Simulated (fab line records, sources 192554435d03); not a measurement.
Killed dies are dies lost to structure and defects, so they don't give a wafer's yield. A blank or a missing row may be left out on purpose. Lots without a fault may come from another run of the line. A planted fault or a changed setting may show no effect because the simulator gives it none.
Chamber matching | flow n5_finfet | N5_BEOL_M5_ETCH_75 on rie_diel-01: 4 sister chambers
The step etches underlayer in N2/H2, target depth 6.5 nm, time 5.2 s. 4 wafers are shown with their chamber, then 12 later ones without.

WAFERS WITH THEIR CHAMBER
wafer  | chamber | showerhead_plenum_p_Torr (Torr)
L090.2 | 2       | 2.39
L090.4 | 1       | 2.51
L090.5 | 3       | 2.47
L090.6 | 0       | 2.64

WAFERS WITHOUT THEIR CHAMBER
wafer  | showerhead_plenum_p_Torr (Torr)
L091.1 | 2.39
L091.3 | 2.63
L091.4 | 2.47
L093.1 | 2.51
L093.2 | 2.63
L093.3 | 2.46
L095.2 | 2.51
L095.4 | 2.46
L095.5 | 2.51
L097.4 | 2.71
L097.5 | 2.46
L097.6 | 2.71

WHICH CHAMBER EACH WENT THROUGH
wafer  | from the rows above     | in truth
L091.1 | 2                       | 2
L091.3 | 0                       | 0
L091.4 | can't be placed: 3 or 1 | 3
L093.1 | can't be placed: 1 or 3 | 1
L093.2 | 0                       | 0
L093.3 | can't be placed: 3 or 1 | 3
L095.2 | can't be placed: 1 or 3 | 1
L095.4 | can't be placed: 3 or 1 | 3
L095.5 | can't be placed: 1 or 3 | 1
L097.4 | 0                       | 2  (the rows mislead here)
L097.5 | can't be placed: 3 or 1 | 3
L097.6 | 0                       | 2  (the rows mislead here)
Placed correctly: 3 of 12. Can't be placed from these rows: 7 (the true chamber is among the candidates in 7). Placed wrongly: 2.
How it was worked out, from the rows above alone: a wafer's distance from a chamber is the root of the sum, over the readings, of the square of ((its reading less the chamber's mean) divided by the reading's scatter). The wafer belongs to the nearest chamber; if the next one is less than 2 further off, it can't be placed. A chamber's mean is the mean of its shown wafers. The scatter: with one shown wafer a chamber, the root of the mean of the squares of how far each hidden wafer lies from its nearest shown one.
